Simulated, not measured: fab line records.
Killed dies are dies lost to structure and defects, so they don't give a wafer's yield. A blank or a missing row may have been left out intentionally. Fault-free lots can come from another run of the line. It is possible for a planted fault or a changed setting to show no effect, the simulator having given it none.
fab line records + flow nandHarc
[record]
- lots = 7
- wafers = 21
- lastDay = 24
route steps=1159 shown A_STAIRCASE@696
lots that met no fault: from a run of the same line without faults
startH: hours from the record's first day to the start of the lot's first wafer shown + waitH: time in hours since the lot's previous step + " same as the row above + L1.1+2: a single row standing in for several wafers + - no value, or no start given + * or withheld: withheld + < > ~ a bound
route shown NAME@n: a module of which the file shows steps, and the number in the route of the first + usual: average and standard deviation across the fault-free wafers + same: alike in all rows + chamber/n: place in a boat + sites: readings site by site + _std_site: their standard deviation + _edge_site: inner sites' mean taken away from outer sites' mean + radiusMm: how far each site lies from the wafer's centre + mask NAME#n: copy n + behind: the most recent tool/chamber to have shaped the wafer + hold: what put the lot on hold/how long, in hours/how the hold closed + device: transistor that didn't switch, given as n, p or np + end of line: the same wafers' tests at the end of the route + step lacking rows: just its recipe + killed: dies that structure and defects cost at the first sort, which is not the same as the wafer's yield + map: dies across one wafer; x = killed, . = not, _ = none there
set.NAME: the setting that was run; set.NAME@STEP: the one run at that earlier step + model.NAME: the simulator's own value behind a step, which no gauge read
lots seen at some steps along the route; tables by step, rows by wafer
services: when a tool's chamber went out of use (startH, in hours from the record's first day, below 0 if earlier), for how many hours, and the reason
[[steps]]
[step NHARC_A_STAIRCASE_SRD_329]
[step NHARC_A_STAIRCASE_ALD_415]
[recipe]
- targetThkA = 300
- pulseTimeS = 6
- aldCycles = 300
- tempC = 300
- material = SiO2
[usual]
- heaterPowerW = 485/39
- precursorPulseHeightRel = 1.000/0.02
| lot.wafer | tool     | chamber | startH | waitH | heaterPowerW | precursorPulseHeightRel |
|-----------|----------|---------|--------|-------|--------------|-------------------------|
| L637.4    | aldHk-01 | 3       | 258.32 | 0.3   | 476          | 0.984                   |
| L637.2    | "        | 0       | "      | "     | 505          | 1.005                   |
| L637.6    | "        | 3       | "      | "     | 476          | 1.027                   |
| L645.1    | aldHk-02 | 0       | 311.97 | 0.1   | 519          | 0.986                   |
| L645.2    | "        | 2       | "      | "     | 489          | 1.007                   |
| L645.5    | "        | 0       | "      | "     | 497          | 1.005                   |
| L646.2    | aldHk-01 | 3       | 313.11 | 0.1   | 475          | 0.979                   |
| L646.1    | "        | 1       | "      | "     | 429          | 0.999                   |
| L646.5    | "        | 0       | "      | "     | 502          | 1.013                   |
| L647.4    | aldHk-02 | 0       | 346.91 | 0.1   | 514          | 1.014                   |
| L647.2    | "        | 2       | "      | "     | 491          | 0.973                   |
| L647.3    | "        | 3       | "      | "     | 458          | 0.958                   |
| L654.4    | aldHk-02 | 0       | 357.79 | 1.4   | 510          | 1.011                   |
| L654.2    | "        | 1       | "      | "     | 465          | 1.014                   |
| L654.3    | "        | 2       | "      | "     | 489          | 1.014                   |
| L656.4    | aldHk-01 | 3       | 364.98 | 0.1   | 469          | 0.987                   |
| L656.5    | "        | 3       | "      | "     | 490          | 0.991                   |
| L656.6    | "        | 0       | "      | "     | 493          | 0.998                   |
| L658.4    | aldHk-02 | 1       | 392.22 | 0.1   | 458          | 0.991                   |
| L658.5    | "        | 1       | "      | "     | 454          | 1.029                   |
| L658.6    | "        | 2       | "      | "     | 499          | 1.004                   |
[step NHARC_A_STAIRCASE_ETCHBACK_416]
[recipe]
- targetDepthA = 360
- timeS = 7.2
- c4f8FlowSccm = withheld
- o2FlowSccm = 8
- arFlowSccm = withheld
- rfW = 600
- biasW = 800
- chemistry = C4F8/O2/Ar
[usual]
- oesProductAu = 0.94/0.032
- rfVppV = 721/4.2
| lot.wafer | tool       | chamber | startH | waitH | oesProductAu | rfHoursCounterH | rfVppV |
|-----------|------------|---------|--------|-------|--------------|-----------------|--------|
| L637.2    | rieDiel-13 | 2       | -      | -     | 0.93         | 59              | 721    |
| L637.4    | "          | 0       | "      | "     | 0.93         | 58              | 720    |
| L637.6    | "          | 2       | "      | "     | 0.92         | -               | 719    |
| L645.1    | rieDiel-08 | 3       | -      | -     | 1.01         | 0               | 720    |
| L645.2    | "          | 0       | "      | "     | 1.01         | 0               | 726    |
| L645.5    | "          | 2       | "      | "     | 1.00         | -               | 728    |
| L646.1    | rieDiel-13 | 2       | -      | -     | 0.93         | 9               | 721    |
| L646.2    | "          | 0       | "      | "     | 0.92         | 7               | 718    |
| L646.5    | "          | 1       | "      | "     | 0.92         | -               | 716    |
| L647.2    | rieDiel-13 | 3       | -      | -     | 1.00         | 26              | 715    |
| L647.4    | "          | 0       | "      | "     | 1.00         | 25              | 719    |
| L647.3    | "          | 1       | "      | "     | 1.01         | 25              | 717    |
| L654.3    | rieDiel-01 | 3       | -      | -     | 0.93         | 18              | 724    |
| L654.2    | "          | 0       | "      | "     | 0.91         | 16              | 725    |
| L654.4    | "          | 2       | "      | "     | 0.92         | 17              | 721    |
| L656.4    | rieDiel-13 | 3       | -      | -     | 0.92         | 30              | 716    |
| L656.5    | "          | 0       | "      | "     | 0.92         | -               | 719    |
| L656.6    | "          | 1       | "      | "     | 0.94         | -               | 716    |
| L658.4    | rieDiel-13 | 1       | -      | -     | 0.93         | 40              | 715    |
| L658.5    | "          | 0       | "      | "     | 0.92         | -               | 719    |
| L658.6    | "          | 1       | "      | "     | 0.94         | -               | 716    |
[step NHARC_A_STAIRCASE_STRIP_476]
[recipe]
- timeS = 20
- o2FlowSccm = 500
- arFlowSccm = 0
- biasW = 0
- chemistry = O2
[step NHARC_A_STAIRCASE_DEP_417]
[recipe]
- targetThkA = 600
- stepCoveragePct = 20
- tempC = 400
- targetThkNm = 60
- flowSccm = 200
- rfW = 450
- material = Si3N4
[usual]
- heaterPowerW = 726/59
| lot.wafer | tool     | chamber | startH | waitH | heaterPowerW |
|-----------|----------|---------|--------|-------|--------------|
| L637.2    | pecvd-01 | 1       | 260.44 | -     | 822          |
| L637.4    | "        | 1       | "      | "     | 834          |
| L637.6    | "        | 2       | "      | "     | 763          |
| L645.1    | pecvd-03 | 2       | 314.27 | -     | 861          |
| L645.2    | "        | 0       | "      | "     | 758          |
| L645.5    | "        | 2       | "      | "     | 869          |
| L646.1    | pecvd-02 | 0       | 315.42 | -     | 705          |
| L646.2    | "        | 1       | "      | "     | 694          |
| L646.5    | "        | 0       | "      | "     | 706          |
| L647.3    | pecvd-02 | 2       | 349.16 | -     | 748          |
| L647.2    | "        | 1       | "      | "     | 701          |
| L647.4    | "        | 0       | "      | "     | 661          |
| L654.2    | pecvd-02 | 0       | 359.79 | -     | 727          |
| L654.3    | "        | 2       | "      | "     | 671          |
| L654.4    | "        | 1       | "      | "     | 727          |
| L656.4    | pecvd-01 | 1       | 367.38 | -     | 709          |
| L656.6    | "        | 2       | "      | "     | 733          |
| L656.5    | "        | 0       | "      | "     | 648          |
| L658.4    | pecvd-01 | 1       | 395.81 | -     | 707          |
| L658.6    | "        | 2       | "      | "     | 676          |
| L658.5    | "        | 0       | "      | "     | 760          |
[step NHARC_A_STAIRCASE_WET_418]
[recipe]
- tempC = 160
- targetDepthA = 200
- chemistry = H3PO4
[step NHARC_A_STAIRCASE_PRECLEAN_419]
[recipe]
- timeS = *
- tempC = 50
- bathAgeMin = 0
- chemistry = SC1
[step NHARC_A_STAIRCASE_SRD_421]
[step NHARC_A_STAIRCASE_ALD_420]
[recipe]
- targetThkA = 200
- pulseTimeS = 6
- aldCycles = 200
- tempC = 300
- material = SiO2
[usual]
- heaterPowerW = 481/38
- precursorPulseHeightRel = 1.000/0.016
| lot.wafer | tool     | chamber | startH | waitH | heaterPowerW | precursorPulseHeightRel |
|-----------|----------|---------|--------|-------|--------------|-------------------------|
| L637.2    | aldHk-04 | 2       | 262.49 | -     | 465          | 1.033                   |
| L637.4    | "        | 0       | "      | "     | 522          | 1.015                   |
| L637.6    | "        | 2       | "      | "     | 448          | 0.992                   |
| L645.2    | aldHk-01 | 2       | 318.00 | -     | 567          | 1.003                   |
| L645.1    | "        | 1       | "      | "     | 437          | 1.000                   |
| L645.5    | "        | 3       | "      | "     | 476          | 0.965                   |
| L646.1    | aldHk-04 | 1       | 318.00 | -     | 413          | 1.013                   |
| L646.2    | "        | 3       | "      | "     | 502          | 0.999                   |
| L646.5    | "        | 1       | "      | "     | 413          | 1.003                   |
| L647.2    | aldHk-01 | 1       | 355.24 | -     | 442          | 1.004                   |
| L647.3    | "        | 2       | "      | "     | 557          | 1.013                   |
| L647.4    | "        | 3       | "      | "     | 483          | 1.006                   |
| L654.4    | aldHk-01 | 3       | 367.67 | -     | 483          | 0.972                   |
| L654.3    | "        | 1       | "      | "     | 449          | 1.005                   |
| L654.2    | "        | 2       | "      | "     | 542          | 1.003                   |
| L656.4    | aldHk-01 | 0       | 368.94 | -     | 512          | 1.008                   |
| L656.5    | "        | 2       | "      | "     | 549          | 1.016                   |
| L656.6    | "        | 3       | "      | "     | 476          | 0.999                   |
| L658.4    | aldHk-04 | 2       | 398.31 | -     | 442          | 0.978                   |
| L658.6    | "        | 1       | "      | "     | 470          | 0.995                   |
| L658.5    | "        | 2       | "      | "     | 461          | 1.002                   |
[step NHARC_A_STAIRCASE_CVD_552]
[recipe]
- targetThkA = 400
- tempC = 700
- pressureMtorr = 300
- material = SiNx
[step NHARC_A_STAIRCASE_DEP_151]
[recipe]
- targetThkA = 38000
- tempC = 400
- targetThkNm = 3800
- teosFlowSccm = 200
- rfW = 500
- material = SiO2
[usual]
- heaterPowerW = 686/76
| lot.wafer | tool     | chamber | startH | waitH | heaterPowerW |
|-----------|----------|---------|--------|-------|--------------|
| L637.2    | pecvd-03 | 1       | 271.83 | 0.6   | 745          |
| L637.6    | "        | 1       | "      | "     | 605          |
| L637.4    | "        | 2       | "      | "     | 722          |
| L645.1    | pecvd-03 | 1       | 326.28 | 0.4   | 735          |
| L645.2    | "        | 2       | "      | "     | 885          |
| L645.5    | "        | 0       | "      | "     | 676          |
| L646.1    | pecvd-01 | 2       | 326.54 | 0.6   | 642          |
| L646.2    | "        | 0       | "      | "     | 724          |
| L646.5    | "        | 2       | "      | "     | 612          |
| L647.3    | pecvd-02 | 1       | 361.64 | 0.4   | 688          |
| L647.2    | "        | 0       | "      | "     | 626          |
| L647.4    | "        | 2       | "      | "     | 622          |
| L654.3    | pecvd-01 | 1       | 375.07 | 0.5   | 790          |
| L654.2    | "        | 2       | "      | "     | 703          |
| L654.4    | "        | 2       | "      | "     | 611          |
| L656.4    | pecvd-03 | 2       | 375.83 | 1.2   | 733          |
| L656.6    | "        | 0       | "      | "     | 691          |
| L656.5    | "        | 1       | "      | "     | 641          |
| L658.4    | pecvd-03 | 0       | 408.30 | 0.7   | 676          |
| L658.5    | "        | 1       | "      | "     | 633          |
| L658.6    | "        | 2       | "      | "     | 694          |
[step NHARC_A_STAIRCASE_ANNEAL_320]
[recipe]
- tempC = 750
- timeS = 1800
[usual]
- runLengthS = 1816/4.2
- spikeTcBottomC = 763/3.1
- zonePowerLowerPct = 12.1/0.71
| lot.wafer | tool       | chamber | startH | waitH | runLengthS | spikeTcBottomC | zonePowerLowerPct |
|-----------|------------|---------|--------|-------|------------|----------------|-------------------|
| L637.2    | furnace-02 | 0       | 275.32 | -     | 1817       | 769            | 13.1              |
| L637.4    | "          | 0       | "      | "     | 1817       | 767            | 13.3              |
| L637.6    | "          | 0       | "      | "     | 1817       | 768            | 13.2              |
| L645.1    | furnace-07 | -       | 329.98 | -     | -          | -              | -                 |
| L645.2    | "          | -       | "      | "     | -          | -              | -                 |
| L645.5    | "          | -       | "      | "     | -          | -              | -                 |
| L646.1    | furnace-07 | -       | 329.98 | -     | -          | -              | -                 |
| L646.2    | "          | -       | "      | "     | -          | -              | -                 |
| L646.5    | "          | -       | "      | "     | -          | -              | -                 |
| L647.2    | furnace-07 | -       | 365.32 | -     | -          | -              | -                 |
| L647.3    | "          | -       | "      | "     | -          | -              | -                 |
| L647.4    | "          | -       | "      | "     | -          | -              | -                 |
| L654.2    | furnace-07 | 0       | 379.77 | -     | 1814       | 766            | 11.7              |
| L654.3    | "          | 0       | "      | "     | 1814       | 761            | 11.7              |
| L654.4    | "          | 0       | "      | "     | 1814       | 764            | 11.8              |
| L656.4    | furnace-07 | 0       | 379.77 | -     | 1818       | 761            | 11.7              |
| L656.5    | "          | 0       | "      | "     | 1818       | 762            | 11.8              |
| L656.6    | "          | 0       | "      | "     | 1818       | 761            | 11.5              |
| L658.4    | furnace-07 | 0       | 414.04 | -     | 1819       | 761            | 11.4              |
| L658.5    | "          | 0       | "      | "     | 1819       | 762            | 11.7              |
| L658.6    | "          | 0       | "      | "     | 1819       | 760            | 11.7              |
[[services]]
| tool       | chamber | startH | hours | kind      |
|------------|---------|--------|-------|-----------|
| pecvd-01   | -       | 237.35 | 13.0  | pm        |
| pecvd-01   | 0       | 237.35 | 13.0  | ventCycle |
| pecvd-01   | 1       | 237.35 | 13.0  | ventCycle |
| aldHk-01   | 0       | 238.00 | -     | clean     |
| aldHk-01   | 1       | 238.00 | -     | clean     |
| aldHk-01   | 2       | 238.00 | -     | clean     |
| aldHk-01   | 3       | 238.00 | -     | clean     |
| furnace-02 | -       | 250.75 | 6.2   | repair    |
| pecvd-02   | 1       | 252.77 | 4.7   | repair    |
| rieDiel-01 | 3       | 255.91 | 4.9   | repair    |
| rieDiel-13 | 2       | 260.54 | 17.9  | repair    |
| rieDiel-13 | -       | 276.21 | 9.0   | pm        |
| pecvd-02   | 1       | 278.56 | 7.6   | repair    |
| aldHk-02   | -       | 282.72 | 10.0  | pm        |
| pecvd-03   | -       | 292.15 | 13.0  | pm        |
| rieDiel-08 | -       | 302.16 | 9.0   | pm        |
| rieDiel-01 | -       | 314.85 | 9.0   | pm        |
| pecvd-03   | -       | 328.43 | 0.9   | repair    |
| pecvd-02   | -       | 334.22 | 13.0  | pm        |
| rieDiel-01 | 1       | 335.90 | 1.4   | repair    |
| pecvd-03   | -       | 356.19 | 0.5   | repair    |
| aldHk-04   | -       | 364.17 | 10.0  | pm        |
| aldHk-01   | 0       | 406.00 | 10.0  | ventCycle |
| aldHk-01   | 1       | 406.00 | 10.0  | ventCycle |
[[key]]
[firstSign]
- step = NHARC_A_STAIRCASE_ANNEAL_320
- reading = toolRecord
- direction = missing
effect none on later readings
metAt NHARC_A_STAIRCASE_ANNEAL_320
struckWafers L645.1,L645.2,L645.5,L646.1,L646.2,L646.5,L647.2,L647.3,L647.4
laterRowsLeftOut L645.1,L645.2,L645.5,L646.1,L646.2,L646.5,L647.2,L647.3,L647.4
sortLeftOut L645.1,L645.2,L645.5,L646.1,L646.2,L646.5,L647.2,L647.3,L647.4
testerLeftOut L645,L646,L647
[fault]
- kind = skippedStepWhole
- tool = furnace-07
- chamber = -
- onsetH = 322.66
- steps = NHARC_A_STAIRCASE_ANNEAL_320
- scope = struckLotsOnly
// testerLeftOut: of these lots the tester's yield and bins aren't shown, on N5 and GAA mostly nor the transistor test; their killed dies are dies lost to structure and defects alone, not to doping, threshold or leakage, so they don't give the yield
// sortLeftOut: the simulated sort isn't trusted on such a fault, so these wafers' sort isn't shown, and their yield isn't known
// laterRowsLeftOut: the simulator's readings of these wafers behind a module that went badly wrong aren't trusted and aren't shown, but for the sort
